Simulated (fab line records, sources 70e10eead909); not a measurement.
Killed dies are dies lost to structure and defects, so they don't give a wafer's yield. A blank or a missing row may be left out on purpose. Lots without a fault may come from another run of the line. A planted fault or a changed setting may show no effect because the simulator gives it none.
Chamber matching | flow nand_harc | NHARC_A_STAIRCASE_DEP_156 on pecvd-01: 3 sister chambers
The step deposits SiNx, target thk 50 nm. 6 wafers are shown with their chamber, then 11 later ones without.

WAFERS WITH THEIR CHAMBER
wafer  | chamber | heater_power_w (W)
L085.3 | 0       | 609
L084.5 | 2       | 538
L086.2 | 2       | 510
L086.3 | 1       | 687
L086.6 | 1       | 712
L089.1 | 0       | 669

WAFERS WITHOUT THEIR CHAMBER
wafer  | heater_power_w (W)
L089.3 | 617
L089.4 | 687
L094.1 | 758
L094.3 | 663
L094.6 | 611
L096.1 | 659
L096.3 | 770
L096.4 | 645
L097.2 | 507
L097.4 | 739
L097.5 | 615

WHICH CHAMBER EACH WENT THROUGH
wafer  | from the rows above     | in truth
L089.3 | 0                       | 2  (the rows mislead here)
L089.4 | can't be placed: 1 or 0 | 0
L094.1 | 1                       | 1
L094.3 | can't be placed: 0 or 1 | 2
L094.6 | 0                       | 0
L096.1 | can't be placed: 0 or 1 | 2
L096.3 | 1                       | 1
L096.4 | can't be placed: 0 or 1 | 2
L097.2 | 2                       | 2
L097.4 | 1                       | 1
L097.5 | 0                       | 0
Placed correctly: 6 of 11. Can't be placed from these rows: 4 (the true chamber is among the candidates in 1). Placed wrongly: 1.
How it was worked out, from the rows above alone: a wafer's distance from a chamber is the root of the sum, over the readings, of the square of ((its reading less the chamber's mean) divided by the reading's scatter). The wafer belongs to the nearest chamber; if the next one is less than 2 further off, it can't be placed. A chamber's mean is the mean of its shown wafers. The scatter: the root of (the sum of the squares of (reading less its chamber's mean) over the shown wafers, divided by (wafers less chambers)).
